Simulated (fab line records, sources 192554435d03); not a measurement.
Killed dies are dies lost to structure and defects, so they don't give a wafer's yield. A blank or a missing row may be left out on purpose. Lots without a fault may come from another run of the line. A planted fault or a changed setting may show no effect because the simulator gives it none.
Split-lot experiment | flow n5_finfet | 7 lots, 39 wafers read, on a route of 1938 steps

THE SPLIT
At N5_BEOL_M0_SAQP_ETCH_84 (etches SOC in N2/H2, target depth 100 nm, overetch 20 nm, time 150 s), the setting time_s was moved away from the recipe's 150 s on 12 of the 39 wafers read, by -47.6% to +55.2%. The other wafers ran this setting at the recipe's value.

FROM THE SPLIT TO THE READING: what the file shows between them, 1 step
- N5_BEOL_M0_SAQP_STRIP_80: strips in N2/H2

THE READING
SiARC_of_BEOL_M0_SAQP_COAT_82.thk_nm (the simulator's own value, which no gauge read), in nm, at N5_BEOL_M0_SAQP_HM_OPEN_112 (chemistry CHF3/O2, target SiO2, stops on a-Si, target depth 12 nm, time 13.5 s). The file gives no usual value for it. The 27 wafers here that ran the recipe average 5.4 nm, standard deviation 0.44 nm.

wafer  | tool, chamber at the split | time_s as run, s | against the recipe | SiARC_of_BEOL_M0_SAQP_COAT_82.thk_nm, nm | against lot-mates on the recipe
L075.1 | rie_diel-04, 1,2           | 150              | recipe             | 5.4                                      | -
L075.2 | rie_diel-04, 2             | 150              | recipe             | 5.4                                      | -
L075.3 | rie_diel-04, 0             | 150              | recipe             | 5.4                                      | -
L075.4 | rie_diel-04, 0             | 150              | recipe             | 5.4                                      | -
L075.5 | rie_diel-04, 1,2           | 150              | recipe             | 5.4                                      | -
L075.6 | rie_diel-04, 1             | 150              | recipe             | 5.6                                      | -
L077.1 | rie_diel-02, 3             | 150              | recipe             | 4.4                                      | -
L077.2 | rie_diel-02, 1             | 150              | recipe             | 6                                        | -
L077.5 | rie_diel-02, 0             | 150              | recipe             | 5.6                                      | -
L081.1 | rie_diel-04, 3             | 85.73            | -42.8%             | 8.2                                      | +2.7
L081.2 | rie_diel-04, 1             | 150              | recipe             | 5.4                                      | -
L081.5 | rie_diel-04, 1             | 150              | recipe             | 5.4                                      | -
L081.3 | rie_diel-04, 0             | 150              | recipe             | 5.6                                      | -
L081.4 | rie_diel-04, 2             | 85.73            | -42.8%             | 7.6                                      | +2.1
L081.6 | rie_diel-04, 0             | 85.73            | -42.8%             | 8                                        | +2.5
L082.1 | rie_diel-04, 2             | 232.8            | +55.2%             | 2.4                                      | -3.1
L082.2 | rie_diel-04, 3             | 150              | recipe             | 5.8                                      | -
L082.3 | rie_diel-04, 1             | 232.8            | +55.2%             | 2.2                                      | -3.3
L082.4 | rie_diel-04, 0             | 150              | recipe             | 5.4                                      | -
L082.5 | rie_diel-04, 2             | 150              | recipe             | 5.4                                      | -
L082.6 | rie_diel-04, 1             | 232.8            | +55.2%             | 2.6                                      | -2.9
L085.1 | rie_diel-04, 2             | 78.53            | -47.6%             | 8.4                                      | +2.5
L085.6 | rie_diel-04, 0             | 78.53            | -47.6%             | 8.4                                      | +2.5
L085.2 | rie_diel-04, 1             | 150              | recipe             | 5.6                                      | -
L085.3 | rie_diel-04, 3             | 150              | recipe             | 6.2                                      | -
L085.4 | rie_diel-04, 0             | 150              | recipe             | 6                                        | -
L085.5 | rie_diel-04, 1             | 78.53            | -47.6%             | 8.2                                      | +2.3
L087.1 | rie_diel-04, 1             | 150              | recipe             | 5.6                                      | -
L087.4 | rie_diel-04, 0             | 150              | recipe             | 5.6                                      | -
L087.2 | rie_diel-04, 2             | 232.5            | +55.0%             | 2.6                                      | -3.1
L087.5 | rie_diel-04, 0             | 232.5            | +55.0%             | 2.6                                      | -3.1
L087.3 | rie_diel-04, 3             | 150              | recipe             | 5.8                                      | -
L087.6 | rie_diel-04, 3             | 232.5            | +55.0%             | 3                                        | -2.7
L093.1 | rie_diel-02, 3             | 150              | recipe             | 4.4                                      | -
L093.6 | rie_diel-02, 3             | 150              | recipe             | 4.4                                      | -
L093.2 | rie_diel-02, 0             | 150              | recipe             | 5                                        | -
L093.4 | rie_diel-02, 2             | 150              | recipe             | 5                                        | -
L093.3 | rie_diel-02, 1             | 150              | recipe             | 5.2                                      | -
L093.5 | rie_diel-02, 0             | 150              | recipe             | 5.2                                      | -
Where a row lists several chambers, the file gives one row for several wafers and doesn't say which wafer went through which chamber.

THE FIT
A straight line over all 39 wafers: SiARC_of_BEOL_M0_SAQP_COAT_82.thk_nm changes by -0.0552 nm for each +1% of time_s; r = -0.97; the points scatter about the line by 0.41 nm.
The same after taking each lot's own level away (the mean of its wafers on the recipe; 39 wafers): -0.0544 nm for each +1%; r = -0.98; scatter 0.29 nm.
On that fit, the largest move of time_s shifts the reading by 3 nm.
The lots' own levels span 4.87 to 5.93 nm, that is 2.4 times the standard deviation above.
So the lot-to-lot level changes the slope little: the two slopes agree.
Check: with one of the wafers moved furthest among these (+55.2%) left out of the fit, the line predicts -3 nm for it against its lot-mates. It came out at -3.13 nm against them.

THE WHOLE CHAIN: every reading that the file lists as answering this split, in the file's order
step                                | what it does                                                                       | reading                                                                               | change (the file's fit)                                                              | r (the file's)
N5_BEOL_M0_SAQP_ETCH_84             | etches SOC in N2/H2, target depth 100 nm, overetch 20 nm, time 150 s               | etch.depth_nm (the simulator's own value, which no gauge read)                        | not straight: 61.75 at the lowest setting, 100.1 at the recipe, 99.92 at the highest | not given
N5_BEOL_M0_SAQP_ETCH_84             | etches SOC in N2/H2, target depth 100 nm, overetch 20 nm, time 150 s               | SiARC_of_BEOL_M0_SAQP_COAT_82.thk_nm (the simulator's own value, which no gauge read) | -0.0568 nm for each +1% of the setting                                               | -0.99
N5_BEOL_M0_SAQP_HM_OPEN_112         | chemistry CHF3/O2, target SiO2, stops on a-Si, target depth 12 nm, time 13.5 s     | SiARC_of_BEOL_M0_SAQP_COAT_82.thk_nm (the simulator's own value, which no gauge read) | -0.0545 nm for each +1% of the setting                                               | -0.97
N5_BEOL_M0_SAQP_MANDREL_ETCH_20     | etches a-Si in HBr/Cl2, stops on SiNx, target depth 60 nm, bt time 10 s, time 30 s | oes_product_au                                                                        | not straight: 0.323 at the lowest setting, 0.777 at the recipe, 0.763 at the highest | not given
N5_BEOL_M0_SAQP_MANDREL1_REMOVE_100 | chemistry HBr/Cl2/O2, target a-Si, stops on SiNx, bt time 10 s                     | oes_product_au                                                                        | not straight: 0.377 at the lowest setting, 1.004 at the recipe, 0.984 at the highest | not given
N5_BEOL_M0_SAQP_MANDREL1_REMOVE_100 | chemistry HBr/Cl2/O2, target a-Si, stops on SiNx, bt time 10 s                     | BEOL_M0_SAQP.cd_nm (the simulator's own value, which no gauge read)                   | not straight: 44.67 at the lowest setting, 12.89 at the recipe, 12.73 at the highest | not given

THE FILE'S OWN FIT
SiARC_of_BEOL_M0_SAQP_COAT_82.thk_nm changes by -0.0545 nm for each +1% of time_s, r = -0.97.
